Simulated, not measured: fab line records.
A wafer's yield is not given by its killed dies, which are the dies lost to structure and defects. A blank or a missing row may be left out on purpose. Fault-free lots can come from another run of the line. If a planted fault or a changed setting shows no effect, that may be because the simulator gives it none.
What tool caused it? ; flow n5 finfet ; 33 wafers from 11 lots sampled at 2 of the route's 1938 steps

## WHAT THE GAUGES READ, wafer by wafer
N5_MIM_BOT_LITHO_CD_MEAS_08: target cd 3000 nm.
lot;measured;on;cd nm (nm)
L360;day 12 14:08;cd sem-03;3001.0 3000.3 3000.6
L363;day 13 00:50;cd sem-01;2999.9 2998.1 2999.9
L364;day 13 21:07;cd sem-03;3003.1 3001.9 3001.1
L365;day 13 21:19;cd sem-03;2999.5 2999.5 2998.4
L366;day 13 21:16;cd sem-01;2999.4 3000.5 3000.0
L367;day 14 06:31;cd sem-03;3002.3 3001.4 2999.3
L371;day 15 19:08;cd sem-01;2999.1 2999.5 3000.3
L377;day 17 19:56;cd sem-02;3001.1 3000.5 2999.8
L381;day 18 09:53;cd sem-03;2999.5 3000.9 2999.7
L382;day 18 12:41;cd sem-03;3000.5 2999.3 2999.4
L383;day 18 20:23;cd sem-03;3000.0 2998.1 3000.5

## EACH LOT AND THE TOOL THAT RAN IT (in order: tool; ch and the chambers of the sampled wafers; start)
lot;N5_BEOL_M0_WET_ETCH_106
L360;wet bench-04 ch 1,3,4, day 5 19:01
L363;wet bench-04 ch 0,5,7, day 6 11:34
L364;wet bench-05 ch 0,5,6, day 6 19:48
L365;wet bench-04 ch 1,5,7, day 6 20:11
L366;wet bench-05 ch 2,6,7, day 7 08:11
L367;wet bench-04 ch 0,3,5, day 7 15:37
L371;wet bench-04 ch 2,4,5, day 8 14:31
L377;wet bench-05 ch 2,4,5, day 10 12:36
L381;wet bench-02 ch 2,3,5, day 10 23:16
L382;wet bench-02 ch 4,6,7, day 11 06:43
L383;wet bench-05 ch 3,4,7, day 11 16:46
- N5_BEOL_M0_WET_ETCH_106: etches SiO2 in DHF, target depth 130 nm, rinse time 30 s.

## AS READ BY THE TOOLS THEMSELVES (means over the sampled wafers that have a number; for cases with no such wafer, the mark the record gives instead)
The record holds no such reading with a usual standard deviation.

## THE ANSWER, worked out from the rows above alone
Rule: the usual values come from the lots themselves. The widest of any qualifying gaps counts: lots, ordered by their means at a reading, are off when they make up no more than a third of the lots, leave a main group of 4 or more, and stand apart from it by 3 or more times the standard deviation of that group's means. If all means in a main group match to the digits the tables above print for the reading, that group is not used. A lot without any number at a reading at which 4 lots or more have one is off too. The other lots that the step has rows for count as sound. First the gauges in route order, then the tools' own readings, where a lot's mean is used as printed above. At the first step where some lot is off, the reading lying furthest off is the one used; lots without a number count as furthest.
Across all readings shown, no lot is off: no conclusion can be drawn from this.

## WHAT THE SIMULATOR HAD INSERTED
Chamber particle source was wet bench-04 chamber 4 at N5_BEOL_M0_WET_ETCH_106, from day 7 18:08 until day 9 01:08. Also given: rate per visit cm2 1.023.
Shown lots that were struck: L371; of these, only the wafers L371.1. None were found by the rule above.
